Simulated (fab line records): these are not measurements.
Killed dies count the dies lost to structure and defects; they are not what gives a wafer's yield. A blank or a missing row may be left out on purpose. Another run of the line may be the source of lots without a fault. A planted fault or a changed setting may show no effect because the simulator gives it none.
A lot that was struck, set against a sound lot ; flow n5_finfet ; 37 out of 1938 route steps
Sound: the wafers L278.1, L278.5, L278.6. Wafers struck: L283.3, L283.4, L283.6. Last of all comes the cause.
Per side, at each step with rows, come the tool, then ch with its chambers, and then its first start. Under that, the readings that differ: sound wafers ; struck wafers ; difference of the means ; sigmas: that difference in standard deviations of wafers without a fault.
alike: readings with means less than 2 such deviations apart, plus words and numbers identical on both sides. not compared: withheld readings, readings lacking a value on some wafer, bounds such as >300 that could conceal the same value, and numbers that have no deviation in the record and whose values overlap.
The two part at a step that has a row with sigmas, a row that says differs or no value, or rows on one side only. When numbers do not overlap yet have no deviation, they are printed without sigmas and do not part them. A reading missing from all wafers of one side parts the sides only when that side holds two or more wafers.

first, 9 steps without rows for these wafers: N5_BEOL_M10_SURFACE_TREAT_76; N5_BEOL_M10_CVD_75 (deposits Co from CCTBA/H2, target thk 2 nm, time 138.9 s); N5_BEOL_M10_SPUTTER_48 (material Cu, target thk 12 nm, time 2 s); N5_BEOL_M10_ECD_50 (material Cu, target thk 318 nm); N5_BEOL_M10_ANNEAL_51 (time 90 s); N5_BEOL_M10_CMP_52 (polishes, stops on SiCOH lowk, t overpolish 7 s, target thk 140 nm); N5_BEOL_M10_PRE_CLEAN_55 (time 15 s); N5_BEOL_M10_DEP_56 (deposits SiCN from 3MS/NH3, target thk 15 nm, time 26.5 s); N5_BEOL_M11_ILD_DEP_00 (deposits SiCOH lowk from DEMS/porogen, target thk 308.51 nm, time 58 s).
N5_BEOL_M11_CURE_71: cures SiCOH lowk, time 240 s.
  sound on uv_cure-03 ch 1, day 13 00:58; struck on uv_cure-02 ch 1, day 13 16:19
  no value came back on the struck wafers for lamp_power_pct (%), run_length_s (s), wafer_temp_C_max; on the sound wafers lamp_power_pct (%) reads 52.32 52.37 52.41
reading;sound;struck;difference;sigmas
model.SiCOH_lowk_of_BEOL_M11_ILD_DEP_00.thk_nm (nm);271.2 273.2 273.8;309.6 311.4 315;+39.3;
N5_BEOL_M11_THK_MEAS_01:
  struck on film_metro-02, day 13 16:40; sound on film_metro-02, day 13 01:58
reading;sound;struck;difference;sigmas
M11_ILD_THK (nm);271 273 274;310 311 315;+39;+10
then, 24 steps without rows for these wafers: N5_BEOL_M11_PECVD_70 (deposits SiO2 from TEOS/O2, target thk 20 nm, time 22.7 s); N5_BEOL_M11_HM_DEP_02 (deposits TiN, target thk 20 nm); N5_BEOL_M11_COAT_59 (time 60 s, resist thk 100 nm); N5_BEOL_M11_COAT_60 (time 60 s, resist thk 30 nm); N5_BEOL_M11_COAT_05 (resist thk 90 nm); N5_BEOL_M11_EBR_07; N5_BEOL_M11_SOFTBAKE_06 (time 60 s); N5_BEOL_M11_EXPOSE_08 (exposes mask M11); N5_BEOL_M11_PEB_09 (peb time 60 s); N5_BEOL_M11_DEVELOP_10 (develop time 30 s); N5_BEOL_M11_DESCUM_16 (chemistry O2, time 7.9 s); N5_BEOL_M11_ETCH_61 (etches SiARC in CF4, target depth 39 nm, time 65 s); N5_BEOL_M11_ETCH_62 (etches SOC in N2/H2, target depth 110 nm, overetch 22 nm, time 165 s); N5_BEOL_M11_STRIP_68 (strips in N2/H2); N5_BEOL_M11_STRIP_67 (strips in CF4); N5_BEOL_M11_HM_OPEN_17 (chemistry Cl2/BCl3, target TiN, target depth 20 nm, overetch 6 nm); N5_BEOL_M11_STRIP_19 (strips in O2); N5_BEOL_M11_COAT_63 (time 60 s, resist thk 100 nm); N5_BEOL_M11_COAT_64 (time 60 s, resist thk 30 nm); N5_BEOL_M11_COAT_22 (resist thk 90 nm); N5_BEOL_M11_EBR_24; N5_BEOL_M11_SOFTBAKE_23 (time 60 s); N5_BEOL_M11_EXPOSE_25 (exposes mask V10); N5_BEOL_M11_PEB_26 (peb time 60 s).
N5_BEOL_M11_CMP_52: polishes, stops on SiCOH lowk, t overpolish 7 s, target thk 140 nm.
  sound on cmp-02 ch 0,2,3, day 13 09:41; struck on cmp-04 ch 1,2, day 14 02:43
reading;sound;struck;difference;sigmas
model.SiCOH_lowk_of_BEOL_M11_ILD_DEP_00.thk_nm (nm);268.2 270.2 270.8;306.6 308.4 312;+39.3;
  alike: clearing_platen_rpm, edge_zone_pressure_frac, motor_current_A
N5_PASSIVATION_PROBE_49:
  struck on prober-01, day 15 14:26; sound on prober-01, day 15 04:19
  alike: defect_limited_yield, killed_at_M0_to_M3, killed_at_M4_up, killed_at_contacts, killed_at_front_end, killed_at_other, killed_dies, killed_on_rim, killed_open, killed_short, sort_bin_5_function, sort_bin_6_memory, sort_n_pass, sort_yield_pct

WHERE THEY PART
Last at N5_BEOL_M11_THK_MEAS_01 as far as this record goes, first at N5_BEOL_M11_CURE_71. Later steps at which nothing parts them and some readings are alike: N5_BEOL_M11_CMP_52, N5_PASSIVATION_PROBE_49.

WHY: whatever the simulator had introduced
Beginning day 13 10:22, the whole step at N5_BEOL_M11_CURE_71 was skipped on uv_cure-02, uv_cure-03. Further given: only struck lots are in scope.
